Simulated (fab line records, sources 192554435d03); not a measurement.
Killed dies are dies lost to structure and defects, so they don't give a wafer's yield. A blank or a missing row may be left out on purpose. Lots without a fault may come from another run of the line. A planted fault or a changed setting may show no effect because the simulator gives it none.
Chamber matching | flow n5_finfet | N5_BEOL_M8_ETCH_62 on rie_diel-02: 4 sister chambers
The step etches SOC in N2/H2, target depth 110 nm, overetch 22 nm, time 165 s. 16 wafers are shown with their chamber, then 8 later ones without.

WAFERS WITH THEIR CHAMBER
wafer  | chamber | throttle_valve_pct (%) | showerhead_plenum_p_Torr (Torr) | oes_product_au (a.u.)
L076.3 | 2       | 18.03                  | 2.64                            | 0.60
L076.4 | 0       | 18.13                  | 2.43                            | 0.59
L076.6 | 3       | 17.61                  | 2.57                            | 0.74
L075.3 | 0       | 18.11                  | 2.43                            | 0.60
L075.4 | 1       | 17.48                  | 2.58                            | 0.71
L075.6 | 3       | 17.61                  | 2.57                            | 0.74
L080.1 | 1       | 17.49                  | 2.58                            | 0.71
L080.4 | 3       | 17.60                  | 2.56                            | 0.73
L080.6 | 2       | 18.03                  | 2.63                            | 0.60
L082.1 | 3       | 17.63                  | 2.56                            | 0.73
L082.4 | 1       | 17.50                  | 2.58                            | 0.71
L082.5 | 0       | 18.15                  | 2.43                            | 0.59
L086.1 | 3       | 17.64                  | 2.56                            | 0.71
L086.2 | 2       | 18.07                  | 2.63                            | 0.59
L086.4 | 0       | 18.16                  | 2.42                            | 0.58
L088.2 | 1       | 17.51                  | 2.57                            | 0.69

SIGNATURES (means of the wafers above)
reading                  | chamber 0 | chamber 1 | chamber 2 | chamber 3 | scatter within a chamber
throttle_valve_pct       | 18.1375   | 17.4950   | 18.0433   | 17.6180   | 0.0185
showerhead_plenum_p_Torr | 2.4275    | 2.5775    | 2.6333    | 2.5640    | 0.0053
oes_product_au           | 0.5900    | 0.7050    | 0.5967    | 0.7300    | 0.00986
Rule: a wafer's distance from a chamber is the root of the sum, over the readings, of the square of ((its reading less the chamber's mean) divided by the reading's scatter). The wafer belongs to the nearest chamber; if the next one is less than 2 further off, it can't be placed. The scatter: the root of (the sum of the squares of (reading less its chamber's mean) over the shown wafers, divided by (wafers less chambers)).

WAFERS WITHOUT THEIR CHAMBER
wafer  | throttle_valve_pct (%) | showerhead_plenum_p_Torr (Torr) | oes_product_au (a.u.)
L088.5 | 18.17                  | 2.42                            | 0.58
L088.6 | 17.64                  | 2.56                            | 0.71
L094.4 | 18.19                  | 2.42                            | 0.58
L094.5 | 17.53                  | 2.57                            | 0.67
L094.6 | 18.10                  | 2.62                            | 0.58
L095.2 | 17.53                  | 2.56                            | 0.67
L095.4 | 17.56                  | 2.56                            | 0.67
L095.5 | 18.19                  | 2.42                            | 0.58

WHICH CHAMBER EACH WENT THROUGH
wafer  | from the rows above     | in truth
L088.5 | 0                       | 0
L088.6 | 3                       | 3
L094.4 | 0                       | 0
L094.5 | 1                       | 1
L094.6 | 2                       | 2
L095.2 | 1                       | 1
L095.4 | can't be placed: 1 or 3 | 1
L095.5 | 0                       | 0
Placed correctly: 7 of 8. Can't be placed from these rows: 1 (the true chamber is among the candidates in 1). Placed wrongly: 0.
